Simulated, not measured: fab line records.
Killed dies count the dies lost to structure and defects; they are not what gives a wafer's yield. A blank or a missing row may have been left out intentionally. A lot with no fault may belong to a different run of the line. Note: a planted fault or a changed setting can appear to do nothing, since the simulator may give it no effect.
What tool caused it? || flow n5_finfet || 33 wafers from 11 lots sampled at 4 of the route's 1938 steps

## WHAT EACH GAUGE READ, for each wafer
N5_BEOL_M7_OVL_MEAS_29.
{"lot": "L913", "measured": "day 9 09:35", "on": "overlay-01", "V6_OVL (nm)": "0.5 0.8 -0.2"}
{"lot": "L912", "measured": "day 9 12:29", "on": "overlay-01", "V6_OVL (nm)": "-0.8 -0.3 0.0"}
{"lot": "L915", "measured": "day 10 14:21", "on": "overlay-02", "V6_OVL (nm)": "0.1 1.3 0.1"}
{"lot": "L917", "measured": "day 10 20:58", "on": "overlay-01", "V6_OVL (nm)": "-0.6 -0.6 -0.8"}
{"lot": "L919", "measured": "day 11 14:08", "on": "overlay-02", "V6_OVL (nm)": "-0.5 -1.3 -0.5"}
{"lot": "L920", "measured": "day 11 20:37", "on": "overlay-02", "V6_OVL (nm)": "-1.4 -1.2 -1.5"}
{"lot": "L928", "measured": "day 13 09:25", "on": "overlay-01", "V6_OVL (nm)": "-1.4 -0.6 -1.1"}
{"lot": "L925", "measured": "day 13 17:02", "on": "overlay-02", "V6_OVL (nm)": "0.7 0.7 1.1"}
{"lot": "L929", "measured": "day 14 02:16", "on": "overlay-02", "V6_OVL (nm)": "-0.4 -0.5 0.0"}
{"lot": "L931", "measured": "day 14 11:55", "on": "overlay-01", "V6_OVL (nm)": "0.2 -0.5 0.2"}
{"lot": "L930", "measured": "day 14 12:54", "on": "overlay-01", "V6_OVL (nm)": "-0.2 0.1 -1.4"}

## TOOL THAT RAN EACH LOT (tool first, then ch and the chambers of the sampled wafers, then the start)
{"lot": "L913", "N5_BEOL_M7_PECVD_70": "pecvd-04 ch 0,1, day 9 08:09", "N5_BEOL_M7_ETCH_62": "rie_diel-01 ch 0,3, day 9 08:50", "N5_BEOL_M7_COAT_63": "litho_track-04 ch 0, day 9 09:14"}
{"lot": "L912", "N5_BEOL_M7_PECVD_70": "pecvd-01 ch 0,1,2, day 9 09:21", "N5_BEOL_M7_ETCH_62": "rie_diel-01 ch 1,2,3, day 9 10:37", "N5_BEOL_M7_COAT_63": "litho_track-01 ch 0, day 9 12:10"}
{"lot": "L915", "N5_BEOL_M7_PECVD_70": "pecvd-01 ch 0,1, day 10 09:08", "N5_BEOL_M7_ETCH_62": "rie_diel-05 ch 0,1,2, day 10 11:57", "N5_BEOL_M7_COAT_63": "litho_track-02 ch 0, day 10 13:53"}
{"lot": "L917", "N5_BEOL_M7_PECVD_70": "pecvd-01 ch 0,1, day 10 18:16", "N5_BEOL_M7_ETCH_62": "rie_diel-01 ch 0,1,2, day 10 20:05", "N5_BEOL_M7_COAT_63": "litho_track-02 ch 0, day 10 20:40"}
{"lot": "L919", "N5_BEOL_M7_PECVD_70": "pecvd-01 ch 0,1,2, day 11 10:31", "N5_BEOL_M7_ETCH_62": "rie_diel-05 ch 0,3, day 11 11:43", "N5_BEOL_M7_COAT_63": "litho_track-02 ch 0, day 11 13:50"}
{"lot": "L920", "N5_BEOL_M7_PECVD_70": "pecvd-02 ch 0,1,2, day 11 18:05", "N5_BEOL_M7_ETCH_62": "rie_diel-01 ch 0,2,3, day 11 19:51", "N5_BEOL_M7_COAT_63": "litho_track-02 ch 0, day 11 20:19"}
{"lot": "L928", "N5_BEOL_M7_PECVD_70": "pecvd-02 ch 1,2, day 13 05:59", "N5_BEOL_M7_ETCH_62": "rie_diel-05 ch 0,1,2, day 13 07:10", "N5_BEOL_M7_COAT_63": "litho_track-02 ch 0, day 13 09:04"}
{"lot": "L925", "N5_BEOL_M7_PECVD_70": "pecvd-01 ch 0,1, day 13 13:11", "N5_BEOL_M7_ETCH_62": "rie_diel-05 ch 0,1,2, day 13 14:41", "N5_BEOL_M7_COAT_63": "litho_track-02 ch 0, day 13 16:37"}
{"lot": "L929", "N5_BEOL_M7_PECVD_70": "pecvd-04 ch 0,1,2, day 13 21:43", "N5_BEOL_M7_ETCH_62": "rie_diel-06 ch 1,2, day 13 23:17", "N5_BEOL_M7_COAT_63": "litho_track-04 ch 0, day 14 01:52"}
{"lot": "L931", "N5_BEOL_M7_PECVD_70": "pecvd-02 ch 0,2, day 14 07:23", "N5_BEOL_M7_ETCH_62": "rie_diel-01 ch 0,2,3, day 14 09:01", "N5_BEOL_M7_COAT_63": "litho_track-01 ch 0, day 14 11:29"}
{"lot": "L930", "N5_BEOL_M7_PECVD_70": "pecvd-04 ch 0,1, day 14 09:26", "N5_BEOL_M7_ETCH_62": "rie_diel-01 ch 2,3, day 14 12:11", "N5_BEOL_M7_COAT_63": "litho_track-04 ch 0, day 14 12:36"}
- N5_BEOL_M7_PECVD_70: deposits SiO2 from TEOS/O2, target thk 20 nm, time 22.7 s.
- N5_BEOL_M7_ETCH_62: etches SOC in N2/H2, target depth 110 nm, overetch 22 nm, time 165 s.
- N5_BEOL_M7_COAT_63: time 60 s, resist thk 60 nm.

## THE ANSWER, worked out from the rows above alone
Rule: the lots themselves supply what counts as usual. Put in order of their means at a reading, lots are off if they are a third of the lots or fewer, leave a main group of 4 or more, and stand apart from it by a gap of 3 or more times the standard deviation of the main group's means; of several such gaps the widest counts. Not used: any main group whose means are identical at the precision the tables above print for the reading. A lot without any number at a reading at which 4 lots or more have one is off too. Any other lot the step has rows for is counted as sound.
No lot is off at any reading shown: from this, nothing can be told.

## WHAT HAD BEEN PUT IN BY THE SIMULATOR
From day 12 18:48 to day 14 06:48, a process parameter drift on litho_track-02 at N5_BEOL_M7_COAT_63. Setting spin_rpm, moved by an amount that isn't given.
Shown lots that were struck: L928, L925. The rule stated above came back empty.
